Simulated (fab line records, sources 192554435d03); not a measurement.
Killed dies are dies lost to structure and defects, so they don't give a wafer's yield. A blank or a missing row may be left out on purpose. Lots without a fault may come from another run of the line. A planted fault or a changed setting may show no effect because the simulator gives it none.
Chamber matching | flow n5_finfet | N5_BEOL_M10_DEP_56 on pecvd-04: 3 sister chambers
The step deposits SiCN from 3MS/NH3, target thk 15 nm, time 26.5 s. 6 wafers are shown with their chamber, then 10 later ones without.

WAFERS WITH THEIR CHAMBER
wafer  | chamber | throttle_valve_pct (%) | showerhead_plenum_p_Torr (Torr)
L086.1 | 1       | 9.2                    | 3.668
L091.1 | 0       | 8.4                    | 3.659
L091.3 | 2       | 8.1                    | 3.673
L091.5 | 0       | 8.5                    | 3.659
L094.1 | 1       | 9.6                    | 3.680
L094.5 | 2       | 8.1                    | 3.662

WAFERS WITHOUT THEIR CHAMBER
wafer  | throttle_valve_pct (%) | showerhead_plenum_p_Torr (Torr)
L094.6 | 8.5                    | 3.667
L092.1 | 8.5                    | 3.657
L092.2 | 8.7                    | 3.658
L092.6 | 9.7                    | 3.680
L096.2 | 8.7                    | 3.655
L096.3 | 8.2                    | 3.664
L096.5 | 9.6                    | 3.678
L097.1 | 9.4                    | 3.671
L097.3 | 8.7                    | 3.670
L097.5 | 8.2                    | 3.663

WHICH CHAMBER EACH WENT THROUGH
wafer  | from the rows above          | in truth
L094.6 | can't be placed: 0 or 2      | 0
L092.1 | 0                            | 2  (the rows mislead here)
L092.2 | 0                            | 0
L092.6 | 1                            | 1
L096.2 | 0                            | 0
L096.3 | can't be placed: 2 or 0      | 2
L096.5 | 1                            | 1
L097.1 | 1                            | 1
L097.3 | can't be placed: 0 or 2 or 1 | 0
L097.5 | can't be placed: 2 or 0      | 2
Placed correctly: 5 of 10. Can't be placed from these rows: 4 (the true chamber is among the candidates in 4). Placed wrongly: 1.
How it was worked out, from the rows above alone: a wafer's distance from a chamber is the root of the sum, over the readings, of the square of ((its reading less the chamber's mean) divided by the reading's scatter). The wafer belongs to the nearest chamber; if the next one is less than 2 further off, it can't be placed. A chamber's mean is the mean of its shown wafers. The scatter: the root of (the sum of the squares of (reading less its chamber's mean) over the shown wafers, divided by (wafers less chambers)).
